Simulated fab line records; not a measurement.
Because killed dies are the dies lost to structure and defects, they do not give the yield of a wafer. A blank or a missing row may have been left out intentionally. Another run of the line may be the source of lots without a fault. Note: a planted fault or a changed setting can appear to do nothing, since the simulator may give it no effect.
A lot that was struck, set against a sound lot | flow nand-harc | 36 steps out of a route of 1159
Sound: these wafers, L457.1, L457.2, L457.5. Wafers struck: L468.1, L468.3, L468.4. The cause comes at the end.
For every step that has rows: the tool of each side, followed by ch and its chambers, followed by its first start. Under that, the readings that differ: sound wafers | struck wafers | difference of the means | sigmas: that difference in standard deviations of wafers without a fault.
alike: words and numbers the same on both sides, and readings whose means are apart by under 2 such deviations; not compared: readings that were withheld, readings missing a value for some wafer, numbers with overlapping values and no deviation given by the record, and bounds like >300 which may hide the same value.
A row with sigmas, a row that says differs or no value, or rows on one side alone: a step with any of these is where the two part. Numbers that don't overlap but have no deviation are shown without sigmas and don't part them. Lack of a reading on every wafer of one side parts them only where that side has two or more wafers.

NHARC_A_SLIT_ETCH_29: etches the open film in CF4/O2, target depth 100 nm, overetch 10 nm, time 55 s.
  sound on rie-diel-12 ch 1,2,3, day 14 12:50; struck on rie-diel-06 ch 1,2,3, day 17 18:35
  reading                         | sound          | struck         | difference | sigmas
  showerhead-plenum-p-Torr (Torr) | 1.34 1.40 1.43 | 1.25 1.24 1.27 | -0.14      | -2
  alike: drypump-motor-current-A, oes-product-au, rf-vpp-V, throttle-valve-pct
  not compared: rf-hours-counter-h
then, 3 steps without rows for these wafers: NHARC_A_SLIT_STRIP_18 (strips in O2); NHARC_A_SLIT_PRECLEAN_19 (cleans in SC1); NHARC_A_SLIT_SRD_20.
NHARC_A_SLIT_CD_MEAS_21:
  sound on cd-sem-02, day 14 13:23; struck on cd-sem-03, day 17 19:08
  alike: cd-nm
then, 3 steps without rows for these wafers: NHARC_A_SIN_REMOVE_WET_00 (chemistry H3PO4, time 15300 s); NHARC_A_SIN_REMOVE_PRECLEAN_01 (cleans in SC1); NHARC_A_SIN_REMOVE_SRD_02.
NHARC_A_SIN_REMOVE_INSPECT_04:
  sound on defect-inspect-01, day 14 20:53; struck on defect-inspect-01, day 18 01:13
  reading          | sound       | struck      | difference | sigmas
  raw-defect-count | 234 220 207 | 267 464 431 | +167       | +2
then, 2 steps without rows for these wafers: NHARC_A_WL_FILL_ALD_00 (deposits Al2O3, target thk 3 nm, pulse time 3 s, ald cycles 30); NHARC_A_WL_FILL_RTA_01 (time 5 s).
NHARC_A_WL_FILL_ALD_02: deposits TiN, target thk 2 nm, pulse time 3 s, ald cycles 100.
  sound on ald-metal-02 ch 0,2, day 14 21:35; struck on ald-metal-02 ch 0,2,3, day 18 02:28
  alike: heater-power-outer-w, heater-power-w, precursor-pulse-height-rel
then, 15 steps without rows for these wafers: NHARC_A_WL_FILL_CVD_03 (deposits W, target thk 40 nm, time 3302 s); NHARC_A_WL_FILL_ETCHBACK_04 (etches the open film in NF3, target depth 60 nm, time 120 s); NHARC_A_WL_FILL_ETCHBACK_05 (etches the open film in Cl2/BCl3, target depth 22 nm, time 60 s); NHARC_A_WL_FILL_STRIP_27 (strips in N2/H2, time 20 s); NHARC_A_WL_FILL_STRIP_28 (strips in post etch residue remover, time 1200 s); NHARC_A_WL_FILL_PRECLEAN_06 (cleans in DIW, time 300 s); NHARC_A_WL_FILL_SRD_07; NHARC_A_WL_FILL_ANNEAL_08 (time 1800 s); NHARC_A_WL_FILL_ALD_10 (deposits SiO2, target thk 50 nm, pulse time 10 s, ald cycles 500); NHARC_A_WL_FILL_ETCHBACK_16 (etches the open film in C4F8/O2/Ar, target depth 88 nm, time 17.6 s); NHARC_A_WL_FILL_STRIP_29 (strips in O2, time 20 s); NHARC_A_WL_FILL_ETCHBACK_17 (etches the open film in Cl2/BCl3, target depth 4 nm, time 26.7 s); NHARC_A_WL_FILL_PRECLEAN_18 (cleans in dHF, time 30 s); NHARC_A_WL_FILL_SRD_21; NHARC_A_WL_FILL_CVD_23 (deposits poly-Si, target thk 40 nm, time 800 s).
NHARC_A_WL_FILL_ETCHBACK_26: etches the open film in HBr, target depth 52 nm, time 13.3 s.
  sound on rie-si-05 ch 2,3, day 15 20:14; struck on rie-si-03 ch 0,1,2, day 19 03:14
  alike: drypump-motor-current-A, oes-product-au, throttle-valve-pct
  not compared: rf-hours-counter-h
then, 2 steps without rows for these wafers: NHARC_A_WL_FILL_PRECLEAN_30 (cleans in dHF, time 10 s); NHARC_A_WL_FILL_SRD_14.
NHARC_A_WL_FILL_ALD_19: deposits TiN, target thk 2 nm, pulse time 3 s, ald cycles 100.
  sound on ald-metal-03 ch 0,2,3, day 15 20:30; struck on ald-metal-03 ch 0,1,3, day 19 03:33
  alike: heater-power-outer-w, heater-power-w, precursor-pulse-height-rel
then, 1 step without rows for these wafers: NHARC_A_WL_FILL_CVD_20 (deposits W, target thk 75 nm, time 5064 s).
NHARC_A_WL_FILL_CMP_12: polishes, t overpolish 30 s, target thk 75 nm.
  sound on cmp-04 ch 0,1, day 16 03:36; struck on cmp-04 ch 0,1,2, day 19 13:26
  alike: motor-current-A, overpolish-run-s, time-to-endpoint-s
following that, these wafers have no rows for 1 step: NHARC_A_WL_FILL_SRD_31.
NHARC_A_CONTACT_DEP_24: deposits SiO2, target thk 500 nm.
  sound on pecvd-02 ch 0,2, day 16 04:34; struck on pecvd-02 ch 1,2, day 19 13:58
  alike: flow-sccm, heater-power-outer-w, heater-power-w, throttle-valve-pct
-- record jumps: 3 days between struck wafers' starts before vs after; left off in module A_CONTACT, resumes in module END, first step shown is number 1159 of the route --
NHARC_END_SORT_01:
  here the record holds rows for the struck wafers (prober-02 ch 0, day 22 17:08) but none for the sound ones

WHERE THEY PART
Earliest at NHARC_A_SLIT_ETCH_29; latest, in this record, at NHARC_END_SORT_01.

WHY: what the simulator had put in
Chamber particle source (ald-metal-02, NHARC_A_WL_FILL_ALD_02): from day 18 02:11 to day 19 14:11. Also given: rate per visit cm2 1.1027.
